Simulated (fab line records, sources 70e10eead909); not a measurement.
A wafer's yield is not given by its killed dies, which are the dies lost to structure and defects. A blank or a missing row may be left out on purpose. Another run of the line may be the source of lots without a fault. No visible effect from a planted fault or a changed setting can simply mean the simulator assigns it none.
fab line records | flow nandHarc
[record] lots = 13 | wafers = 36 | lastDay = 34
route steps=1302 shown A_CHANNEL_HOLE_D1@469 A_ONON_D2@553 A_CHANNEL_HOLE_D2@583 END@1302
lots that met no fault: taken from a fault-free run of the same line
startH: start of the lot's first displayed wafer, in hours after the record's first day | waitH: hours since the lot's step before | " the same as in the row above | L1.1+2: a row that stands for several wafers | - value missing, or start not given | * or withheld: withheld | < > ~ a bound
route shown NAME@n: NAME is a module with steps in the file, n the number in the route of the first one | usual: mean/standard deviation of fault-free wafers | same: alike in all rows | chamber/n: place in a boat | sites: the reading at each site | _std_site: standard deviation across them | _edge_site: outer sites' mean less inner sites' | radiusMm: how far each site lies from the wafer's centre | mask NAME#n: copy n | behind: the tool/chamber that last shaped the wafer | hold: why the lot went on hold/how many hours it stayed there/how the hold came to an end | device: the transistor (n, p or np) that didn't switch | end of line: tests of these same wafers at the route's end | step lacking rows: just its recipe | killed: the dies lost at the first sort to structure and to defects; this is not the yield of the wafer | map: shows each die of a wafer: x if killed, . if not, _ if none is there
set.NAME: the setting that was run; set.NAME@STEP: the one run at that earlier step | model.NAME: the simulator's own value behind a step, which no gauge read
steps of the route over a sample of lots; a table a step, a row a wafer
services: a tool's chamber out of use, with start hour (startH, from the record's first day; less than 0 if before it), hours out, and reason
[[steps]]
[step NHARC_A_CHANNEL_HOLE_D1_ETCH_16]
[recipe] targetDepthA = 31000 | overEtchFrac = 0.3 | timeS = 806 | ionEnergyEv = 150 | o2FlowSccm = 400 | cosFlowSccm = 20 | arFlowSccm = 0 | rfW = 500 | biasW = 300 | chemistry = O2/COS
[usual] drypumpMotorCurrentA = 5.7/0.33 | oesProductAu = 1.001/0.0078 | rfVppV = 314.3/1.7 | showerheadPlenumPTorr = 3.13/0.094 | throttleValvePct = 28.330/0.0094
[same] overEtchFrac = 0.3
lot.wafer | tool       | chamber | startH | waitH | drypumpMotorCurrentA | oesProductAu | rfHoursCounterH | rfVppV | showerheadPlenumPTorr | throttleValvePct
L738.2    | rieDiel-12 | 0       | -      | -     | 5.0                  | 0.992        | 34              | 313.8  | 3.08                  | 28.334
L738.5    | "          | 3       | "      | "     | 6.1                  | 0.991        | -               | 313.0  | 3.07                  | 28.326
L738.6    | "          | 0       | "      | "     | 5.0                  | 0.998        | -               | 313.2  | 3.08                  | 28.357
L741.1    | rieDiel-04 | 0       | -      | -     | 5.3                  | 0.996        | 7               | 313.4  | 3.03                  | 28.339
L741.4    | "          | 1       | "      | "     | 6.6                  | 1.005        | 7               | 311.3  | 2.94                  | 28.352
L741.6    | "          | 3       | "      | "     | 6.0                  | 0.993        | -               | 317.5  | 3.34                  | 28.327
L742.3    | rieDiel-02 | 0       | -      | -     | 5.5                  | 0.994        | 1               | 315.6  | 3.15                  | 28.335
L742.1    | "          | 2       | "      | "     | 6.0                  | 1.000        | 1               | 316.4  | 3.15                  | 28.318
L742.5    | "          | 3       | "      | "     | 5.8                  | 1.000        | -               | 313.8  | 3.20                  | 28.326
L743.1    | rieDiel-12 | 0       | -      | -     | 5.0                  | 0.991        | 48              | 313.9  | 3.07                  | 28.326
L743.3    | "          | 1       | "      | "     | 5.5                  | 0.980        | 53              | 316.5  | 3.22                  | 28.340
L743.2    | "          | 2       | "      | "     | 5.5                  | 1.000        | 49              | 314.6  | 3.24                  | 28.331
L744.1    | rieDiel-02 | 0       | -      | -     | 5.5                  | 0.993        | 4               | 315.6  | 3.14                  | 28.327
L744.3    | "          | 2       | "      | "     | 6.0                  | 1.000        | 4               | 314.2  | 3.15                  | 28.341
L744.6    | "          | 0       | "      | "     | 5.5                  | 1.004        | -               | 315.2  | 3.14                  | 28.336
L746.2    | rieDiel-12 | 1       | -      | -     | 5.5                  | 0.991        | 62              | 316.8  | 3.21                  | 28.315
L746.5    | "          | 0       | "      | "     | 5.0                  | 1.001        | -               | 312.1  | 3.07                  | 28.329
L746.4    | "          | 1       | "      | "     | 5.5                  | 0.994        | -               | 316.5  | 3.21                  | 28.326
L752.1    | rieDiel-02 | 2       | -      | -     | 5.9                  | 1.006        | 11              | 316.1  | 3.15                  | 28.323
L752.6    | "          | 3       | "      | "     | 5.8                  | 1.012        | -               | 315.6  | 3.19                  | 28.322
L751.3    | rieDiel-02 | 1       | -      | -     | 5.7                  | 0.994        | 9               | 310.3  | 2.97                  | 28.331
L751.1    | "          | 0       | "      | "     | 5.5                  | 0.996        | 12              | 314.5  | 3.14                  | 28.315
L754.1    | rieDiel-02 | 0       | -      | -     | 5.5                  | 1.010        | 14              | 315.1  | 3.14                  | 28.328
L754.3    | "          | 1       | "      | "     | 5.7                  | 1.008        | 10              | 313.4  | 2.97                  | 28.323
L757.4    | rieDiel-12 | 3       | -      | -     | 6.1                  | 0.988        | 32              | 312.1  | 3.04                  | 28.318
L757.3    | "          | 2       | "      | "     | 5.5                  | 1.002        | 36              | 315.3  | 3.22                  | 28.320
L757.6    | "          | 3       | "      | "     | 6.1                  | 0.987        | -               | 311.9  | 3.04                  | 28.337
L758.1    | rieDiel-04 | 3       | -      | -     | 6.0                  | 1.003        | 8               | 317.1  | 3.31                  | 28.317
L758.4    | "          | 0       | "      | "     | 5.3                  | 1.008        | 9               | 311.1  | 3.01                  | 28.320
L758.5    | "          | 3       | "      | "     | 6.0                  | 1.004        | -               | 316.4  | 3.31                  | 28.336
L760.3    | rieDiel-02 | 2       | -      | -     | 6.0                  | 0.997        | 0               | 314.0  | 3.14                  | 28.342
L760.4    | "          | 0       | "      | "     | 5.5                  | 0.996        | 0               | 314.0  | 3.14                  | 28.319
L760.6    | "          | 3       | "      | "     | 5.8                  | 1.004        | -               | 316.1  | 3.19                  | 28.345
L759.2    | rieDiel-04 | 0       | -      | -     | 5.3                  | 0.998        | 22              | 314.0  | 3.00                  | 28.342
L759.3    | "          | 1       | "      | "     | 6.6                  | 0.998        | 24              | 310.8  | 2.90                  | 28.330
L759.6    | "          | 0       | "      | "     | 5.3                  | 0.995        | -               | 312.5  | 3.00                  | 28.320
[step NHARC_A_CHANNEL_HOLE_D1_ETCH_25]
[recipe] biasV = 5000 | sourceW = withheld | pressureMtorr = 20 | timeS = 1040.2 | arFlowSccm = 375 | c4f8FlowSccm = 93.8 | o2FlowSccm = 31.2 | tempC = -20 | targetDepthA = 15000 | chemistry = C4F8/O2/Ar
[usual] drypumpMotorCurrentA = 5.59/0.14 | oesAirLineAu = 1.001/0.02 | showerheadPlenumPTorr = 3.64/0.094 | throttleValvePct = 32.234/0.0089
lot.wafer | tool       | chamber | startH | waitH | drypumpMotorCurrentA | oesAirLineAu | rfHoursCounterH | showerheadPlenumPTorr | throttleValvePct
L738.2    | harEtch-01 | 1       | 202.62 | 0.7   | 5.67                 | 0.987        | 98              | 3.73                  | 32.217
L738.5    | "          | 0       | "      | "     | 5.40                 | 1.034        | -               | 3.53                  | 32.236
L738.6    | "          | 1       | "      | "     | 5.67                 | 1.029        | -               | 3.73                  | 32.227
L741.1    | harEtch-02 | 0       | 224.02 | 0.7   | 5.58                 | 0.992        | 324             | 3.70                  | 32.236
L741.4    | "          | 1       | "      | "     | 5.80                 | 1.003        | -               | 3.75                  | 32.241
L741.6    | "          | 1       | "      | "     | 5.79                 | 0.985        | -               | 3.75                  | 32.227
L742.1    | harEtch-02 | 1       | 237.48 | 0.7   | 5.76                 | 1.036        | 332             | 3.74                  | 32.227
L742.3    | "          | 0       | "      | "     | 5.61                 | 0.984        | -               | 3.69                  | 32.231
L742.5    | "          | 0       | "      | "     | 5.60                 | 1.012        | -               | 3.69                  | 32.257
L743.2    | harEtch-01 | 0       | 247.58 | 0.6   | 5.40                 | 1.030        | 114             | 3.52                  | 32.219
L743.1    | "          | 1       | "      | "     | 5.63                 | 1.013        | 114             | 3.72                  | 32.226
L743.3    | "          | 0       | "      | "     | 5.38                 | 1.000        | -               | 3.52                  | 32.235
L744.1    | harEtch-01 | 0       | 256.80 | 0.6   | 5.34                 | 1.010        | 121             | 3.52                  | 32.232
L744.3    | "          | 0       | "      | "     | 5.38                 | 0.969        | -               | 3.52                  | 32.226
L744.6    | "          | 1       | "      | "     | 5.63                 | 1.027        | -               | 3.71                  | 32.240
L746.2    | harEtch-01 | 1       | 269.73 | 0.6   | 5.66                 | 0.976        | 129             | 3.71                  | 32.232
L746.4    | "          | 0       | "      | "     | 5.39                 | 0.995        | -               | 3.51                  | 32.238
L746.5    | "          | 1       | "      | "     | 5.65                 | 0.970        | -               | 3.71                  | 32.218
L752.1    | harEtch-01 | 1       | 327.94 | 0.6   | 5.66                 | 0.978        | 164             | 3.69                  | 32.234
L752.6    | "          | 0       | "      | "     | 5.39                 | 1.001        | -               | 3.49                  | 32.240
L751.1    | harEtch-01 | 0       | 336.07 | 0.6   | 5.37                 | 1.019        | 167             | 3.49                  | 32.232
L751.3    | "          | 1       | "      | "     | 5.62                 | 1.008        | -               | 3.69                  | 32.232
L754.1    | harEtch-02 | 0       | 361.68 | 0.6   | 5.59                 | 0.978        | 408             | 3.65                  | 32.231
L754.3    | "          | 0       | "      | "     | 5.59                 | 0.956        | -               | 3.65                  | 32.218
L757.3    | harEtch-01 | 1       | 382.37 | 0.7   | 5.65                 | 1.011        | -               | 3.67                  | 32.236
L757.4    | "          | 0       | "      | "     | 5.37                 | 0.963        | -               | 3.48                  | 32.240
L757.6    | "          | 0       | "      | "     | 5.38                 | 1.005        | -               | 3.48                  | 32.223
L758.1    | harEtch-01 | 0       | 389.42 | 0.7   | 5.38                 | 0.981        | 202             | 3.47                  | 32.241
L758.4    | "          | 0       | "      | "     | 5.34                 | 1.007        | -               | 3.47                  | 32.227
L758.5    | "          | 0       | "      | "     | 5.41                 | 0.985        | -               | 3.47                  | 32.236
L760.4    | harEtch-01 | 0       | 408.43 | 0.7   | 5.39                 | 1.026        | -               | 3.47                  | 32.239
L760.3    | "          | 1       | "      | "     | 5.65                 | 1.000        | -               | 3.66                  | 32.235
L760.6    | "          | 1       | "      | "     | 5.65                 | 1.022        | -               | 3.66                  | 32.248
L759.2    | harEtch-02 | 0       | 445.63 | 0.6   | 5.58                 | 1.020        | 30              | 3.63                  | 32.227
L759.3    | "          | 0       | "      | "     | 5.59                 | 0.987        | -               | 3.63                  | 32.226
L759.6    | "          | 0       | "      | "     | 5.58                 | 1.028        | -               | 3.63                  | 32.238
[step NHARC_A_ONON_D2_DEP_12]
[recipe] targetThkA = 10000 | n2FlowSccm = 2750 | n2oFlowSccm = 2000 | nh3FlowSccm = 500 | sih4FlowSccm = 210 | tempC = 400
lot.wafer  | tool         | chamber | startH | waitH
L738.2+5+6 | pecvdOnon-02 | 0       | 294.07 | 0.1
L741.1+4+6 | pecvdOnon-01 | 0       | 317.94 | 0.1
L742.1+3+5 | pecvdOnon-01 | 0       | 323.52 | 0.1
L743.1+2+3 | pecvdOnon-04 | 0       | 337.19 | 0.1
L744.1+3+6 | pecvdOnon-01 | 0       | 344.05 | 0.1
L746.2+4+5 | pecvdOnon-04 | 0       | 359.49 | 0.1
L752.1+6   | pecvdOnon-02 | 0       | 418.23 | 0.1
L751.1+3   | pecvdOnon-02 | 0       | 431.11 | 0.1
L754.1+3   | pecvdOnon-02 | 0       | 445.83 | 0.1
L757.3+4+6 | pecvdOnon-01 | 0       | 472.75 | 0.2
L758.1+4+5 | pecvdOnon-01 | 0       | 478.20 | 0.1
L760.3+4+6 | pecvdOnon-01 | 0       | 504.86 | 0.2
L759.2+3+6 | pecvdOnon-02 | 0       | 533.64 | 0.1
[step NHARC_A_ONON_D2_THK_MEAS_14]
[recipe] thkMeasGauge = ellipsometry
[usual] thkNm = 997/12
lot.wafer | tool         | chamber | startH | waitH | thkNm
L738.2    | filmMetro-02 | -       | 294.52 | -     | 991
L738.5    | "            | -       | "      | "     | 993
L738.6    | "            | -       | "      | "     | 992
L741.1    | filmMetro-01 | -       | 318.45 | -     | 994
L741.4    | "            | -       | "      | "     | 991
L741.6    | "            | -       | "      | "     | 993
L742.1    | filmMetro-01 | -       | 324.03 | -     | 1006
L742.3    | "            | -       | "      | "     | 1007
L742.5    | "            | -       | "      | "     | 1007
L743.1    | filmMetro-01 | -       | 337.70 | -     | 1004
L743.2    | "            | -       | "      | "     | 1003
L743.3    | "            | -       | "      | "     | 1004
L744.1    | filmMetro-02 | -       | 344.56 | -     | 983
L744.3    | "            | -       | "      | "     | 982
L744.6    | "            | -       | "      | "     | 983
L746.2    | filmMetro-01 | -       | 359.95 | -     | 999
L746.4    | "            | -       | "      | "     | 998
L746.5    | "            | -       | "      | "     | 998
L752.1    | filmMetro-01 | -       | 418.74 | -     | 668
L752.6    | "            | -       | "      | "     | 669
L751.1    | filmMetro-01 | -       | 431.62 | -     | 667
L751.3    | "            | -       | "      | "     | 994
L754.1    | filmMetro-01 | -       | 446.33 | -     | 639
L754.3    | "            | -       | "      | "     | 969
L757.3    | filmMetro-02 | -       | 473.15 | -     | 996
L757.4    | "            | -       | "      | "     | 995
L757.6    | "            | -       | "      | "     | 996
L758.1    | filmMetro-01 | -       | 478.71 | -     | 1009
L758.4    | "            | -       | "      | "     | 1009
L758.5    | "            | -       | "      | "     | 1009
L760.3    | filmMetro-01 | -       | 505.25 | -     | 996
L760.4    | "            | -       | "      | "     | 995
L760.6    | "            | -       | "      | "     | 994
L759.2    | filmMetro-01 | -       | 534.09 | -     | 989
L759.3    | "            | -       | "      | "     | 990
L759.6    | "            | -       | "      | "     | 989
[step NHARC_A_CHANNEL_HOLE_D2_OVL_MEAS_11]
[usual] overlayXNm = 0.1/0.91 | overlayYNm = 0.0/0.94
lot.wafer | tool       | chamber | startH | waitH | overlayXNm | overlayYNm
L738.2    | overlay-01 | -       | 307.59 | -     | 0.0        | 0.1
L738.5    | "          | -       | "      | "     | 0.0        | 0.3
L738.6    | "          | -       | "      | "     | -0.1       | 0.0
L741.1    | overlay-01 | -       | 333.39 | -     | 0.8        | 0.6
L741.4    | "          | -       | "      | "     | 0.0        | 0.4
L741.6    | "          | -       | "      | "     | 0.6        | 0.0
L742.1    | overlay-01 | -       | 337.95 | -     | -1.0       | 1.3
L742.3    | "          | -       | "      | "     | -0.8       | 1.7
L742.5    | "          | -       | "      | "     | -0.4       | 1.5
L743.1    | overlay-02 | -       | 351.09 | -     | -1.3       | 0.0
L743.2    | "          | -       | "      | "     | -1.4       | -0.3
L743.3    | "          | -       | "      | "     | -1.9       | -0.2
L744.1    | overlay-02 | -       | 359.31 | -     | 0.9        | 0.5
L744.3    | "          | -       | "      | "     | 0.9        | 0.3
L744.6    | "          | -       | "      | "     | 0.2        | 0.3
L746.2    | overlay-01 | -       | 373.25 | -     | -0.5       | -0.2
L746.4    | "          | -       | "      | "     | 0.4        | -0.6
L746.5    | "          | -       | "      | "     | 0.1        | 0.1
L751.3    | overlay-02 | -       | 450.49 | -     | 0.6        | -0.7
L754.3    | overlay-02 | -       | 464.08 | -     | 0.8        | -1.3
L757.3    | overlay-02 | -       | 487.21 | -     | -1.1       | -0.1
L757.4    | "          | -       | "      | "     | -1.3       | 0.6
L757.6    | "          | -       | "      | "     | -1.3       | 0.3
L758.1    | overlay-01 | -       | 493.72 | -     | 0.2        | -0.5
L758.4    | "          | -       | "      | "     | -0.2       | 0.0
L758.5    | "          | -       | "      | "     | 0.2        | -0.5
L760.3    | overlay-01 | -       | 520.61 | -     | 0.6        | -1.5
L760.4    | "          | -       | "      | "     | 0.8        | -1.2
L760.6    | "          | -       | "      | "     | 1.1        | -1.7
L759.2    | overlay-01 | -       | 548.11 | -     | 0.4        | -1.2
L759.3    | "          | -       | "      | "     | 0.5        | -0.8
L759.6    | "          | -       | "      | "     | 0.7        | -1.9
[step NHARC_END_SORT_01]
[recipe] tempC = 25
[usual] killedAtArray = 58/15 | killedAtOther = 0.8/1.2 | killedAtPeriphery = 3.5/2.5 | killedDies = 62/15 | killedOpen = 3.2/1.7 | killedShort = 2.4/1.5
[same] grossDies = 677
lot.wafer | tool      | chamber | startH | waitH | killedAtArray | killedAtOther | killedAtPeriphery | killedDies | killedOpen | killedShort
L752.1    | prober-01 | 0       | 707.98 | 2.5   | 673           | 1             | 3                 | 677        | 8          | 1
L752.6    | prober-01 | 0       | 711.94 | 4.0   | 674           | 1             | 2                 | 677        | 2          | 3
L751.1    | prober-01 | 0       | 723.47 | 2.5   | 671           | 4             | 2                 | 677        | 6          | 2
L751.3    | prober-01 | 0       | 725.08 | 3.1   | 38            | 2             | 3                 | 43         | 3          | 3
L754.1    | prober-01 | 0       | 733.41 | 2.5   | 677           | 0             | 0                 | 677        | 2          | 1
L754.3    | prober-01 | 0       | 735.03 | 3.1   | 62            | 1             | 5                 | 68         | 6          | 3
// killed by level:class
L752.1 A_ONON_D2:areaDep=621 A_SLIT:chamberFilmFlake=33 A_CONTACT:chamberFilmFlake=4 A_SGD_CUT:chamberFilmFlake=3 A_CHANNEL_FILL_D1:geometricParticle:open=2 A_DECK1_JOINT:chamberFilmFlake=2 A_CHANNEL_FILL_D2:chamberFilmFlake=2 A_STAIRCASE:chamberFilmFlake=2
L752.6 A_ONON_D2:areaDep=613 A_SLIT:chamberFilmFlake=30 A_CHANNEL_HOLE_D1:chamberFilmFlake=10 A_SGD_CUT:chamberFilmFlake=9 A_STAIRCASE:chamberFilmFlake=4 A_CONTACT:chamberFilmFlake=2 A_ONON_D1:geometricParticle:open=1 A_ONON_D2:geometricParticle:short=1
L751.1 A_ONON_D2:areaDep=637 A_STAIRCASE:chamberFilmFlake=11 A_CHANNEL_HOLE_D1:chamberFilmFlake=6 A_SLIT:chamberFilmFlake=4 A_BONDPAD:chamberFilmFlake=4 A_ONON_D2:geometricParticle:open=3 THIN_TSV:chamberFilmFlake=3 P_M0:geometricParticle:open=1
L751.3 A_STAIRCASE:chamberFilmFlake=11 A_CHANNEL_HOLE_D1:chamberFilmFlake=8 A_BONDPAD:chamberFilmFlake=6 A_CONTACT:chamberFilmFlake=4 A_CHANNEL_FILL_D2:geometricParticle:short=2 P_GATE:chamberFilmFlake=2 A_CHANNEL_HOLE_D2:chamberFilmFlake=2 A_M0:chamberFilmFlake=2
L754.1 A_ONON_D2:areaDep=605 A_CHANNEL_HOLE_D1:chamberFilmFlake=30 A_CHANNEL_HOLE_D2:chamberFilmFlake=22 A_SLIT:chamberFilmFlake=8 A_CONTACT:chamberFilmFlake=4 A_STAIRCASE:chamberFilmFlake=3 A_WL_FILL:chamberFilmFlake=2 A_ONON_D2:geometricParticle:open=1
L754.3 A_CHANNEL_HOLE_D1:chamberFilmFlake=27 A_CHANNEL_HOLE_D2:chamberFilmFlake=20 A_SLIT:chamberFilmFlake=5 A_CONTACT:chamberFilmFlake=3 A_STAIRCASE:chamberFilmFlake=2 P_STI:geometricParticle:short=1 P_CONTACT:geometricParticle:short=1 P_CONTACT:geometricParticle:open=1
[[services]]
tool         | chamber | startH | hours | kind
rieDiel-04   | -       | 180.56 | 9.0   | pm
pecvdOnon-02 | -       | 185.00 | 13.0  | pm
rieDiel-02   | -       | 212.02 | 0.8   | repair
rieDiel-02   | -       | 216.70 | 9.0   | pm
rieDiel-04   | 2       | 221.92 | 6.3   | repair
harEtch-01   | -       | 229.49 | 11.4  | repair
rieDiel-12   | 3       | 252.89 | 13.2  | repair
rieDiel-12   | -       | 268.44 | 9.0   | pm
pecvdOnon-01 | -       | 269.37 | 13.0  | pm
rieDiel-04   | 0       | 281.80 | 16.0  | repair
rieDiel-04   | 2       | 291.43 | 9.7   | repair
rieDiel-12   | -       | 335.31 | 2.3   | repair
rieDiel-04   | -       | 357.82 | 9.0   | pm
pecvdOnon-02 | -       | 366.00 | 13.0  | pm
harEtch-02   | -       | 377.00 | 17.0  | pm
rieDiel-02   | -       | 393.70 | 9.0   | pm
rieDiel-04   | 1       | 395.52 | 5.5   | repair
rieDiel-12   | -       | 396.22 | 1.2   | repair
rieDiel-04   | 1       | 411.04 | 2.2   | repair
rieDiel-04   | 0       | 416.90 | 7.5   | repair
rieDiel-12   | -       | 445.50 | 9.0   | pm
rieDiel-04   | 1       | 446.43 | 59.4  | repair
pecvdOnon-01 | -       | 450.37 | 13.0  | pm
harEtch-01   | -       | 474.64 | 1.0   | repair
[[key]]
[firstSign] step = NHARC_A_ONON_D2_THK_MEAS_14 | reading = thkNm | direction = down | sigmas = 29 | usual = 997 | struck = 661
[effect] step = NHARC_END_SORT_01 | reading = killedDies | direction = up | sigmas = 42 | usual = 62 | struck = 677
[moreKillsBornAt] NHARC_A_ONON_D2_DEP_12@pecvdOnon-02 = 2476
metAt NHARC_A_ONON_D2_DEP_12
struckLots L751,L752,L754
struckWafers L751.1,L752.1,L752.6,L754.1
laterRowsLeftOut L751.1,L752.1,L752.6,L754.1
testerLeftOut L751,L752,L754
notActingAt NHARC_A_CHANNEL_HOLE_D1_ETCH_16,NHARC_A_CHANNEL_HOLE_D1_ETCH_25,NHARC_A_CHANNEL_HOLE_D2_OVL_MEAS_11
onsetBetween 294.07 418.23
[fault] kind = processParameterDrift | tool = pecvdOnon-02 | chamber = - | onsetH = 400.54 | steps = NHARC_A_ONON_D2_DEP_12 | channel = targetThkA | offset = * | shape = step | endH = 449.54 | scope = struckWafersOnly | actsIn = * | stated = *
// testerLeftOut: of these lots the tester's yield and bins aren't shown, on N5 and GAA mostly nor the transistor test; their killed dies are dies lost to structure and defects alone, not to doping, threshold or leakage, so they don't give the yield
// laterRowsLeftOut: the simulator's readings of these wafers behind a module that went badly wrong aren't trusted and aren't shown, but for the sort
